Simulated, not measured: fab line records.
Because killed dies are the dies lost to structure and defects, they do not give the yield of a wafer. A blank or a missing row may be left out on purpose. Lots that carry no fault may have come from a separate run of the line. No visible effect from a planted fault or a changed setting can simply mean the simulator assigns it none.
fab line records	flow n5-finfet
[record] lots = 7	wafers = 17	last-day = 18
route steps=1938 shown BEOL_M4@1052 PASSIVATION@1936
lots that met no fault: taken from a fault-free run of the same line
start-h: the number of hours between the record's first day and the start of the first shown wafer of the lot	wait-h: how many hours have passed since the lot's step before this one	" as in the row above	L1.1+2: one row covering several wafers at once	- no value present, or no start provided	* or withheld: withheld	< > ~ a bound
route shown NAME@n: NAME is a module with steps in the file, n the number in the route of the first one	usual: mean/standard deviation taken from wafers without a fault	same: alike in all rows	chamber/n: place in a boat	sites: each site's reading	_std_site: how widely they spread, as a standard deviation	_edge_site: inner sites' mean taken away from outer sites' mean	radius-mm: how far each site lies from the wafer's centre	mask NAME#n: copy n	behind: the most recent tool/chamber to have shaped the wafer	hold: reason for holding the lot/hours on hold/outcome of the hold	device: transistor that didn't switch, given as n, p or np	end of line: the route-end tests of the same wafers	step lacking rows: just its recipe	killed: count of dies lost to structure and defects at first sort (not the wafer's yield)	map: dies across one wafer; x = killed, . = not, _ = none there
set.NAME: the run value of the setting; set.NAME@STEP: its run value at that earlier step	model.NAME: the simulator's own value behind a step, which no gauge read
certain route steps with their lots: each step a table, each wafer a row
services: from which hour (start-h, from the record's first day; less than 0 if before it) a tool's chamber was out of use, for how many hours, and why
[[steps]]
[step N5_BEOL_M4_SOFTBAKE_23]
[recipe] temp-c = 110	time-s = 60	resist = CAR-EUV
[step N5_BEOL_M4_EXPOSE_25]
[recipe] mask-id = V3	na = 0.33	source-shape = quasar	sigma-inner = 0.2	sigma-outer = 0.8	polarization = unpolarized	defocus-nm = 5	dose-mj = 63
[step N5_BEOL_M4_PEB_26]
[recipe] peb-temp-c = 100	peb-time-s = 60	resist = CAR-EUV
[step N5_BEOL_M4_DEVELOP_27]
[recipe] develop-time-s = 30	developer = TMAH	resist = CAR-EUV	rinse-liquid = surfactant-rinse	dry = air-spin	dev-temp-c = 23
[step N5_BEOL_M4_CD_MEAS_28]
[recipe] target-cd-nm = 26.2	landing-energy-ev = 500	detector = se-inlens	target-cd-y-nm = 24.1	polarity = opening
[usual] cd-nm = 26.34/0.26
lot.wafer	tool	chamber	start-h	wait-h	cd-nm
L728.1	cd-sem-01	0	191.88	-	26.52
L728.3	"	0	"	"	26.72
L728.6	"	0	"	"	26.38
L733.1	cd-sem-02	0	206.00	-	26.57
L733.2	"	0	"	"	26.79
L733.6	"	0	"	"	26.36
L738.2	cd-sem-01	0	250.73	-	26.48
L738.6	"	0	"	"	26.35
L741.2	cd-sem-01	0	265.00	-	26.34
L741.6	"	0	"	"	26.24
L742.5	cd-sem-01	0	265.62	-	26.31
L742.6	"	0	"	"	26.37
L744.4	cd-sem-01	0	281.59	-	26.66
L744.6	"	0	"	"	26.26
L743.1	cd-sem-03	0	283.38	-	26.09
L743.3	"	0	"	"	26.32
L743.5	"	0	"	"	26.46
[step N5_BEOL_M4_OVL_MEAS_29]
[recipe] points-per-wafer = 522
[usual] V3_OVL = 0.5/0.58
lot.wafer	tool	chamber	start-h	wait-h	V3_OVL[nm]
L728.1	overlay-02	0	191.91	0.0	-0.4
L728.3	"	0	"	"	0.5
L728.6	"	0	"	"	0.3
L733.1	overlay-01	0	206.03	0.0	-0.1
L733.2	"	0	"	"	0.7
L733.6	"	0	"	"	0.6
L738.2	overlay-01	0	250.76	0.0	0.8
L738.6	"	0	"	"	0.2
L741.2	overlay-01	0	265.04	0.0	0.5
L741.6	"	0	"	"	1.2
L742.5	overlay-02	0	265.67	0.0	1.5
L742.6	"	0	"	"	0.2
L744.4	overlay-02	0	281.65	0.1	1.1
L744.6	"	0	"	"	1.2
L743.1	overlay-02	0	283.42	0.0	0.4
L743.3	"	0	"	"	0.2
L743.5	"	0	"	"	0.6
[step N5_BEOL_M4_INSPECT_30]
[recipe] mode = adi	inspect-instrument = brightfield
[usual] raw-defect-count = 384/76
lot.wafer	tool	chamber	start-h	wait-h	raw-defect-count
L728.1	defect-inspect-02	-	191.97	0.1	267
L728.3	"	-	"	"	393
L728.6	"	-	"	"	380
L733.1	defect-inspect-02	-	206.09	0.1	600
L733.2	"	-	"	"	410
L733.6	"	-	"	"	373
L738.2	defect-inspect-02	-	250.81	0.0	484
L738.6	"	-	"	"	354
L741.2	defect-inspect-01	-	265.09	0.0	363
L741.6	"	-	"	"	351
L742.5	defect-inspect-02	-	265.71	0.0	315
L742.6	"	-	"	"	386
L744.4	defect-inspect-01	-	281.69	0.0	318
L744.6	"	-	"	"	390
L743.1	defect-inspect-02	-	283.48	0.1	325
L743.3	"	-	"	"	329
L743.5	"	-	"	"	352
[step N5_BEOL_M4_DESCUM_33]
[recipe] chemistry = O2	time-s = 7	source-power-w = 50	bias-power-w = 20	pressure-mtorr = 20	rf-frequency-hz = 2.712e+07	temp-c = 40	resist = CAR-EUV	o2-flow-sccm = 225
[usual] drypump-motor-current-A = 5.4/0.38	o2-flow-sccm = 225.1/0.64	oes-product-au = 0.81/0.066	rf-vpp-V = 243.7/1.2	showerhead-plenum-p-Torr = 2.14/0.071	throttle-valve-pct = 20.41/0.24
lot.wafer	tool	chamber	start-h	wait-h	drypump-motor-current-A	o2-flow-sccm	oes-product-au	rf-hours-counter-h	rf-vpp-V	showerhead-plenum-p-Torr	throttle-valve-pct
L728.1	rie-diel-05	3	192.00	0.0	5.1	226.5	0.85	85	243.2	2.13	20.61
L728.3	"	0	"	"	5.4	224.6	0.87	56	241.3	2.02	20.45
L728.6	"	3	"	"	5.1	225.0	0.85	-	243.1	2.13	20.62
L733.1	rie-diel-01	1	206.13	0.0	5.7	224.5	0.88	38	244.5	2.22	20.64
L733.2	"	3	"	"	5.7	224.9	0.76	129	244.4	2.10	20.76
L733.6	"	1	"	"	5.7	224.9	0.88	-	244.5	2.22	20.63
L738.2	rie-diel-02	1	250.85	0.0	5.0	225.9	0.78	122	245.0	2.21	20.56
L738.6	"	1	"	"	5.0	225.2	0.79	-	244.9	2.22	20.56
L741.2	rie-diel-05	1	265.13	0.0	5.6	224.3	0.74	169	243.8	2.22	20.28
L741.6	"	2	"	"	5.2	225.1	0.92	-	243.6	2.14	20.12
L742.5	rie-diel-05	0	265.76	0.1	5.4	225.1	0.84	-	242.1	2.01	20.52
L742.6	"	2	"	"	5.2	224.4	0.95	-	243.1	2.14	20.10
L744.4	rie-diel-05	2	282.21	0.5	5.2	224.5	0.92	23	242.4	2.14	20.11
L744.6	"	2	"	"	5.2	224.7	0.92	-	245.7	2.14	20.13
L743.1	rie-diel-05	3	283.81	0.3	5.1	224.4	0.80	117	244.3	2.12	20.66
L743.3	"	2	"	"	5.2	224.8	0.91	24	245.1	2.14	20.11
L743.5	"	0	"	"	5.4	225.1	0.83	-	242.4	2.01	20.53
[step N5_BEOL_M4_ETCH_77]
[recipe] chemistry = N2/H2	target = underlayer	target-depth-a = 65	mask-material = CAR-EUV	time-s = 5.2	ion-energy-ev = 200	pressure-mtorr = 30	source-w = 840	bias-w = 150	n2-flow-sccm = 200	h2-flow-sccm = 200	ends = cleared
[usual] drypump-motor-current-A = 5.4/0.38	etch-rf-on-time-s = 5.19/0.25	h2-flow-sccm = 200.1/0.62	oes-product-au = 0.69/0.058	rf-vpp-V = 525.2/2.4	showerhead-plenum-p-Torr = 2.59/0.077	throttle-valve-pct = 17.9/0.32
lot.wafer	tool	chamber	start-h	wait-h	drypump-motor-current-A	etch-rf-on-time-s	h2-flow-sccm	oes-product-au	rf-hours-counter-h	rf-vpp-V	showerhead-plenum-p-Torr	throttle-valve-pct
L728.1	rie-diel-05	3	192.04	0.0	5.1	5.06	199.2	0.72	85	525.8	2.60	18.2
L728.3	"	0	"	"	5.4	4.78	200.7	0.78	56	521.4	2.46	17.9
L728.6	"	3	"	"	5.1	5.10	199.3	0.72	-	524.2	2.60	18.2
L733.1	rie-diel-01	1	206.16	0.0	5.7	5.25	200.4	0.73	38	530.6	2.71	18.2
L733.2	"	3	"	"	5.7	5.31	199.0	0.65	129	526.5	2.55	18.2
L733.6	"	1	"	"	5.7	5.20	200.1	0.73	-	527.1	2.71	18.2
L738.2	rie-diel-02	1	250.88	0.0	5.0	5.67	199.1	0.64	122	529.6	2.68	17.9
L738.6	"	1	"	"	5.0	5.66	200.1	0.64	-	527.3	2.68	18.0
L741.2	rie-diel-05	1	265.16	0.0	5.6	5.09	199.4	0.64	169	527.4	2.61	17.3
L741.6	"	2	"	"	5.1	5.30	201.3	0.79	-	525.0	2.62	17.6
L742.5	rie-diel-05	0	265.79	0.0	5.4	4.80	200.2	0.75	-	523.3	2.45	18.0
L742.6	"	2	"	"	5.2	5.30	200.6	0.79	-	525.9	2.62	17.6
L744.4	rie-diel-05	2	282.24	0.0	5.2	5.23	199.7	0.78	23	526.5	2.62	17.7
L744.6	"	2	"	"	5.2	5.22	200.1	0.78	-	525.6	2.62	17.7
L743.1	rie-diel-05	3	283.85	0.0	5.1	5.16	199.4	0.68	117	523.7	2.58	18.3
L743.3	"	2	"	"	5.2	5.19	199.8	0.78	24	524.5	2.62	17.6
L743.5	"	0	"	"	5.4	4.73	200.2	0.74	-	521.6	2.44	18.0
[step N5_BEOL_M4_ETCH_69]
[recipe] chemistry = CF4	target = SiARC	target-depth-a = 156	mask-material = CAR-EUV	time-s = 26	ion-energy-ev = 80	pressure-mtorr = 40	source-w = 545	bias-w = 36	Ar_flow_sccm = 100	cf4-flow-sccm = 100	ends = cleared
[usual] drypump-motor-current-A = 5.4/0.38	etch-rf-on-time-s = 26.1/1.1	oes-product-au = 0.69/0.058	rf-vpp-V = 184.6/1.1	showerhead-plenum-p-Torr = 2.18/0.06	throttle-valve-pct = 15.56/0.24
lot.wafer	tool	chamber	start-h	wait-h	drypump-motor-current-A	etch-rf-on-time-s	oes-product-au	rf-hours-counter-h	rf-vpp-V	showerhead-plenum-p-Torr	throttle-valve-pct
L728.1	rie-diel-05	3	192.05	0.0	5.1	25.9	0.72	85	186.0	2.16	15.68
L728.3	"	0	"	"	5.4	24.5	0.77	56	182.7	2.09	15.64
L728.6	"	3	"	"	5.1	25.7	0.71	-	184.7	2.16	15.69
L733.1	rie-diel-01	1	206.18	0.0	5.7	26.3	0.73	38	186.3	2.27	15.77
L733.2	"	3	"	"	5.7	26.7	0.64	129	184.2	2.17	16.00
L733.6	"	1	"	"	5.7	26.5	0.74	-	185.3	2.27	15.79
L738.2	rie-diel-02	1	250.90	0.0	5.0	28.2	0.64	122	186.5	2.25	15.60
L738.6	"	1	"	"	5.0	28.5	0.63	-	184.5	2.25	15.59
L741.2	rie-diel-05	1	265.18	0.0	5.6	25.6	0.64	169	183.7	2.21	15.29
L741.6	"	2	"	"	5.1	26.4	0.79	-	185.1	2.18	15.17
L742.5	rie-diel-05	0	265.82	0.0	5.4	24.4	0.74	-	183.6	2.08	15.68
L742.6	"	2	"	"	5.2	26.3	0.79	-	184.9	2.18	15.18
L744.4	rie-diel-05	2	282.26	0.0	5.2	26.1	0.79	23	184.6	2.17	15.17
L744.6	"	2	"	"	5.1	26.1	0.77	-	184.2	2.17	15.19
L743.1	rie-diel-05	3	283.86	0.0	5.1	25.9	0.69	117	185.0	2.15	15.75
L743.3	"	2	"	"	5.1	26.2	0.78	24	185.3	2.17	15.19
L743.5	"	0	"	"	5.4	24.1	0.74	-	182.9	2.08	15.70
[step N5_BEOL_M4_ALD_98]
[recipe] material = SiO2	target-thk-a = 25	temp-c = 100	ald-precursor-family = BDEAS	ald-co-reactant = O2-plasma	pulse-time-s = 1	co-reactant-pulse-time-s = 1	purge-time-s = 2	co-reactant-purge-time-s = 2	ald-cycles = 17	pressure-torr = 2
[usual] heater-power-w = 76/6.7	precursor-pulse-height-rel = 1.000/0.021
[same] ald-cycles = 17	co-reactant-pulse-time-s = 1
lot.wafer	tool	chamber	start-h	wait-h	heater-power-w	precursor-pulse-height-rel
L728.1	ald-sin-01	1	192.15	0.1	84	1.027
L728.3	"	3	"	"	73	1.014
L728.6	"	1	"	"	83	1.000
L733.1	ald-sin-04	3	206.69	0.5	89	0.978
L733.2	"	0	"	"	68	1.020
L733.6	"	2	"	"	81	1.003
L738.2	ald-sin-01	2	251.01	0.1	75	0.990
L738.6	"	2	"	"	78	1.015
L741.2	ald-sin-04	0	265.40	0.2	68	1.024
L741.6	"	0	"	"	67	0.976
L742.5	ald-sin-01	3	265.96	0.1	74	0.979
L742.6	"	1	"	"	86	0.972
L744.4	ald-sin-02	1	282.51	0.2	69	1.015
L744.6	"	3	"	"	65	1.004
L743.1	ald-sin-01	1	284.09	0.2	86	0.969
L743.3	"	2	"	"	78	0.994
L743.5	"	2	"	"	76	0.999
[step N5_BEOL_M4_ETCHBACK_99]
[recipe] chemistry = CHF3	target = SiO2	target-depth-a = 50	time-s = 10.4	source-w = 215	bias-w = 47	Ar_flow_sccm = 200	CHF3_flow_sccm = 12	ion-energy-ev = 100	pressure-mtorr = 30
[usual] drypump-motor-current-A = 5.5/0.42	oes-product-au = 0.79/0.066	rf-vpp-V = 244/4.8	showerhead-plenum-p-Torr = 2.19/0.077	throttle-valve-pct = 17.07/0.25
lot.wafer	tool	chamber	start-h	wait-h	drypump-motor-current-A	oes-product-au	rf-hours-counter-h	rf-vpp-V	showerhead-plenum-p-Torr	throttle-valve-pct
L728.1	rie-diel-01	2	192.41	0.2	5.2	0.78	89	245	2.16	16.66
L728.3	"	3	"	"	5.7	0.76	122	240	2.17	17.40
L728.6	"	3	"	"	5.7	0.75	-	240	2.17	17.41
L733.1	rie-diel-02	2	211.50	4.8	6.3	0.83	64	238	2.30	17.13
L733.2	"	1	"	"	5.0	0.77	108	242	2.28	17.13
L733.6	"	3	"	"	5.2	0.76	-	241	2.16	17.17
L738.2	rie-diel-02	3	254.71	3.7	5.2	0.74	154	241	2.15	17.19
L738.6	"	0	"	"	4.9	0.75	-	249	2.12	16.90
L741.2	rie-diel-02	0	277.42	12.0	4.9	0.74	184	249	2.11	16.92
L741.6	"	1	"	"	5.0	0.76	-	242	2.27	17.18
L742.5	rie-diel-02	0	280.60	14.6	4.9	0.74	-	249	2.11	16.93
L742.6	"	1	"	"	5.0	0.75	-	240	2.27	17.16
L744.4	rie-diel-01	1	283.25	0.7	5.7	0.81	67	249	2.27	17.33
L744.6	"	2	"	"	5.2	0.75	-	246	2.15	16.73
L743.1	rie-diel-01	2	287.88	3.7	5.2	0.76	127	247	2.15	16.72
L743.3	"	0	"	"	6.1	0.93	21	250	2.27	16.82
L743.5	"	3	"	"	5.7	0.73	-	240	2.16	17.46
[step N5_BEOL_M4_ETCH_70]
[recipe] chemistry = N2/H2	target = SOC	target-depth-a = 800	overetch-a = 240	mask-material = SiARC	temp-c = 40	time-s = 130	ion-energy-ev = 200	pressure-mtorr = 30	source-w = 840	bias-w = 150	n2-flow-sccm = 200	h2-flow-sccm = 200
[usual] drypump-motor-current-A = 5.5/0.42	h2-flow-sccm = 200.0/0.6	oes-product-au = 0.59/0.045	rf-vpp-V = 525.1/2.5	showerhead-plenum-p-Torr = 2.59/0.085	throttle-valve-pct = 17.87/0.29
lot.wafer	tool	chamber	start-h	wait-h	drypump-motor-current-A	h2-flow-sccm	oes-product-au	rf-hours-counter-h	rf-vpp-V	showerhead-plenum-p-Torr	throttle-valve-pct	model.SiARC_of_BEOL_M4_COAT_68.thk-nm
L728.1	rie-diel-01	2	192.45	0.0	5.2	200.4	0.58	89	524.8	2.58	17.53	6.2
L728.3	"	3	"	"	5.7	200.9	0.56	122	523.2	2.55	18.15	6
L728.6	"	3	"	"	5.7	200.1	0.57	-	523.8	2.55	18.15	6
L733.1	rie-diel-02	2	211.53	0.0	6.4	199.8	0.61	64	527.6	2.65	17.52	6.2
L733.2	"	1	"	"	5.0	201.2	0.59	108	525.3	2.69	17.88	6.4
L733.6	"	3	"	"	5.2	200.5	0.55	-	524.5	2.56	17.97	5.6
L738.2	rie-diel-02	3	254.75	0.0	5.2	200.3	0.55	154	523.6	2.56	18.01	5.4
L738.6	"	0	"	"	4.9	198.9	0.55	-	523.5	2.55	17.93	7.6
L741.2	rie-diel-02	0	277.45	0.0	4.9	200.1	0.54	184	523.0	2.54	17.94	5.6
L741.6	"	1	"	"	5.0	199.7	0.57	-	528.5	2.68	17.92	8.2
L742.5	rie-diel-02	0	280.67	0.0	4.8	200.2	0.55	-	523.6	2.54	17.94	7.6
L742.6	"	1	"	"	5.0	199.8	0.57	-	526.7	2.68	17.92	8
L744.4	rie-diel-01	1	283.29	0.0	5.7	200.2	0.61	67	527.6	2.70	18.19	6
L744.6	"	2	"	"	5.2	199.0	0.56	-	524.7	2.56	17.60	6
L743.1	rie-diel-01	2	287.92	0.0	5.2	200.5	0.56	127	524.3	2.56	17.61	6.2
L743.3	"	0	"	"	6.1	200.8	0.67	21	528.2	2.71	17.70	5.6
L743.5	"	3	"	"	5.8	200.7	0.54	-	522.9	2.53	18.20	6.2
[step N5_BEOL_M4_STRIP_71]
[recipe] chemistry = N2/H2	temp-c = 40	n2-flow-sccm = 200	h2-flow-sccm = 200	rf-frequency-hz = 6e+07
[step N5_BEOL_M4_RC_MEAS_101]
[usual] DIBL_N = 37.4/2.1	DIBL_P = 37.8/2.5	IOFF_N = 0.19/0.045	IOFF_P = 0.24/0.05	ION_N = 682/16	ION_P = 467/11	SS_N = 71.9/0.67	SS_P = 73.6/0.76	VT_N = 247/3.6	VT_P = -248/3.6
lot.wafer	tool	chamber	start-h	wait-h	DIBL_N[mV/V]	DIBL_P[mV/V]	IOFF_N[nA/um]	IOFF_P[nA/um]	ION_N[uA/um]	ION_P[uA/um]	SS_N[mV/dec]	SS_P[mV/dec]	VT_N[mV]	VT_P[mV]
L728.1	prober-02	0	197.27	0.0	40.5	40.9	0.27	0.30	683	463	72.9	74.5	243	-245
L728.3	"	0	"	"	35.1	34.1	0.14	0.17	668	459	71.7	72.3	251	-254
L728.6	"	0	"	"	37.6	37.1	0.18	0.21	687	467	72.7	73.3	247	-250
L733.1	prober-01	0	216.02	0.0	39.8	40.5	0.25	0.28	692	464	72.8	74.2	242	-244
L733.2	"	0	"	"	35.5	36.2	0.16	0.21	690	470	70.8	72.9	248	-249
L733.6	"	0	"	"	36.5	37.3	0.17	0.23	680	468	71.6	73.3	249	-247
L738.2	prober-02	0	259.36	0.2	39.7	39.3	0.22	0.28	692	475	72.1	73.8	246	-244
L738.6	"	0	"	"	39.5	40.0	0.20	0.29	670	466	72.2	74.4	250	-247
L741.2	prober-01	0	283.53	0.2	38.0	38.2	0.18	0.26	689	472	72.0	73.7	247	-247
L741.6	"	0	"	"	40.2	42.0	0.26	0.35	710	484	71.9	74.2	241	-239
L742.5	prober-02	0	285.29	0.6	40.6	39.9	0.23	0.26	672	455	72.6	73.7	247	-250
L742.6	"	0	"	"	41.1	42.3	0.26	0.31	700	478	72.8	74.1	243	-246
L744.4	prober-02	0	288.53	0.5	36.0	34.2	0.15	0.21	652	453	71.8	73.1	255	-249
L744.6	"	0	"	"	37.8	37.1	0.20	0.28	711	489	71.2	74.0	244	-244
L743.1	prober-01	0	292.34	0.0	36.4	34.8	0.14	0.20	664	463	71.1	72.9	253	-250
L743.3	"	0	"	"	37.4	34.6	0.14	0.19	647	449	71.5	72.5	253	-252
L743.5	"	0	"	"	35.5	33.2	0.12	0.17	652	445	70.9	72.1	255	-253
[step N5_PASSIVATION_PROBE_49]
[usual] defect-limited-yield = 90.9/1.6	killed_at_M0_to_M3 = 34/10	killed_at_M4_up = 13/5.4	killed-at-contacts = 13/6	killed-at-front-end = 42/13	killed-at-other = 4/3.2	killed-dies = 107/18	killed-on-rim = 14/4.2	killed-open = 69/14	killed-short = 35/7.7	sort_bin_4_leakage = 0.02/0.17	sort_bin_5_function = 5.3/1	sort_bin_6_memory = 3.3/0.75	sort-n-pass = 1073/19	sort-yield-pct = 90.9/1.6
[same] gross-dies = 1180	killed-at-back-side = 0	sort_bin_8_speed[%] = 0
lot.wafer	tool	chamber	start-h	wait-h	defect-limited-yield[%]	killed_at_M0_to_M3	killed_at_M4_up	killed-at-contacts	killed-at-front-end	killed-at-other	killed-dies	killed-on-rim	killed-open	killed-short	sort_bin_4_leakage[%]	sort_bin_5_function[%]	sort_bin_6_memory[%]	sort-n-pass	sort-yield-pct[%]
L733.2	prober-02	-	312.66	0.1	93.3	24	13	0	40	2	79	11	45	32	0	4.1	2.2	1101	93.3
L733.6	prober-02	-	312.86	0.3	94.2	30	9	7	21	1	68	9	40	28	0	3.2	1.9	1112	94.2
L738.2	prober-02	-	361.31	0.1	88.6	44	14	9	62	5	134	22	89	43	0	7.2	3.9	1046	88.6
L738.6	prober-02	-	361.51	0.3	88.1	30	29	17	62	3	141	25	100	40	0	6.4	5.2	1039	88.1
L744.4	prober-01	-	395.05	0.2	92.1	15	11	14	52	1	93	15	60	26	0	5.4	2.3	1087	92.1
L744.6	prober-01	-	395.15	0.3	91.4	39	9	12	37	4	101	13	66	34	0	4.8	3.6	1079	91.4
L742.5	prober-02	-	407.98	0.2	93.2	39	7	5	25	4	80	14	47	32	0	3.6	3.0	1100	93.2
// killed by level:class
L733.2 FIN_SAQP:geometric-particle:short=14 FIN_SAQP:geometric-particle:open=13 BEOL_M4:geometric-particle:open=6 BEOL_M0_SAQP:geometric-particle:short=4 BEOL_M0_SAQP:geometric-particle:open=4 BEOL_M2:geometric-particle:open=4 STARTING-WAFER:geometric-particle:short=4 DUMMY_GATE:geometric-particle:open=3
L733.6 BEOL_M1:geometric-particle:open=9 BEOL_M0_SAQP:geometric-particle:short=8 STI_FIN_REVEAL:geometric-particle:open=6 BEOL_M0_SAQP:geometric-particle:open=5 MOL_CONTACT_COAG:geometric-particle:short=4 STARTING-WAFER:geometric-particle:short=4 FIN_SAQP:geometric-particle:short=3 FIN_SAQP:geometric-particle:open=3
L738.2 STI_FIN_REVEAL:geometric-particle:open=18 FIN_SAQP:geometric-particle:open=12 FIN_SAQP:geometric-particle:short=11 BEOL_M1:geometric-particle:open=10 BEOL_M3:geometric-particle:open=8 MOL_CONTACT_COAG:geometric-particle:open=7 DUMMY_GATE:geometric-particle:open=6 BEOL_M0_SAQP:geometric-particle:open=6
L738.6 STI_FIN_REVEAL:geometric-particle:open=27 BEOL_M4:geometric-particle:open=17 MOL_CONTACT_COAG:geometric-particle:open=16 BEOL_M1:geometric-particle:open=9 BEOL_M4:geometric-particle:short=6 FIN_SAQP:geometric-particle:open=4 STI_FIN_REVEAL:geometric-particle:short=4 SPACER0:geometric-particle:open=4
L744.4 FIN_SAQP:geometric-particle:open=13 MOL_CONTACT_COAG:geometric-particle:open=9 FIN_SAQP:geometric-particle:short=8 STI_FIN_REVEAL:geometric-particle:open=7 FIN_CUT:area-etch=6 DUMMY_GATE:geometric-particle:open=5 MOL_CONTACT_COAG:geometric-particle:short=5 BEOL_M0_SAQP:geometric-particle:open=4
L744.6 BEOL_M0_SAQP:geometric-particle:short=13 FIN_SAQP:geometric-particle:open=12 MOL_CONTACT_COAG:geometric-particle:open=10 BEOL_M3:geometric-particle:open=9 FIN_SAQP:geometric-particle:short=6 STI_FIN_REVEAL:geometric-particle:open=6 BEOL_M0:geometric-particle:open=6 BEOL_M0_SAQP:geometric-particle:open=5
L742.5 BEOL_M0_SAQP:geometric-particle:short=12 BEOL_M1:geometric-particle:open=10 BEOL_M0_SAQP:geometric-particle:open=8 DUMMY_GATE:geometric-particle:open=5 BEOL_M2:geometric-particle:open=5 FIN_SAQP:geometric-particle:open=4 FIN_SAQP:geometric-particle:short=4 MOL_CONTACT_COAG:geometric-particle:open=4
[[services]]
tool	chamber	start-h	hours	kind
rie-diel-02	1	170.92	3.2	repair
rie-diel-05	2	185.33	-	clean
rie-diel-05	2	185.33	-	consumable-replace:focus-ring
rie-diel-05	2	185.33	22.6	scheduled-down
rie-diel-05	2	185.33	22.6	vent-cycle
ald-sin-01	2	186.19	5.7	repair
rie-diel-01	0	194.65	-	clean
rie-diel-01	0	194.65	-	consumable-replace:focus-ring
rie-diel-01	0	194.65	-	consumable-replace:showerhead
rie-diel-01	0	194.65	18.3	scheduled-down
rie-diel-01	0	194.65	18.3	vent-cycle
rie-diel-02	-	201.05	2.8	pm
ald-sin-04	-	214.41	2.8	pm
ald-sin-04	2	229.00	3.1	repair
ald-sin-04	0	229.66	8.0	repair
ald-sin-02	2	231.91	6.0	repair
ald-sin-01	0	248.39	4.8	repair
ald-sin-01	2	264.31	17.2	repair
rie-diel-05	3	264.39	4.8	repair
ald-sin-02	-	268.35	14.0	pm
ald-sin-02	0	268.35	14.0	vent-cycle
rie-diel-05	-	272.79	2.8	pm
ald-sin-01	3	276.83	10.1	repair
ald-sin-02	2	286.60	42.1	repair
[[key]]
first-sign none at tools or gauges
[model-effect] step = N5_BEOL_M4_ETCH_70	value = SiARC_of_BEOL_M4_COAT_68.thk-nm	without = 6	struck = 7.85
met-at N5_BEOL_M4_ETCH_70
struck-wafers L738.6,L741.6,L742.5,L742.6
[baseline-loss] step = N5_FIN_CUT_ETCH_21	wafers = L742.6
onset-between 211.53 254.75
[fault] kind = process-parameter-drift	tool = rie-diel-02	chamber = -	onset-h = 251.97	steps = N5_BEOL_M4_ETCH_70	channel = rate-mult	offset = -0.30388	shape = step	end-h = 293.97	scope = struck-wafers-only
// baseline-loss: these wafers lose ten dies or more at that step, a loss of the line's own and not of a fault; the sort's usual values leave them out
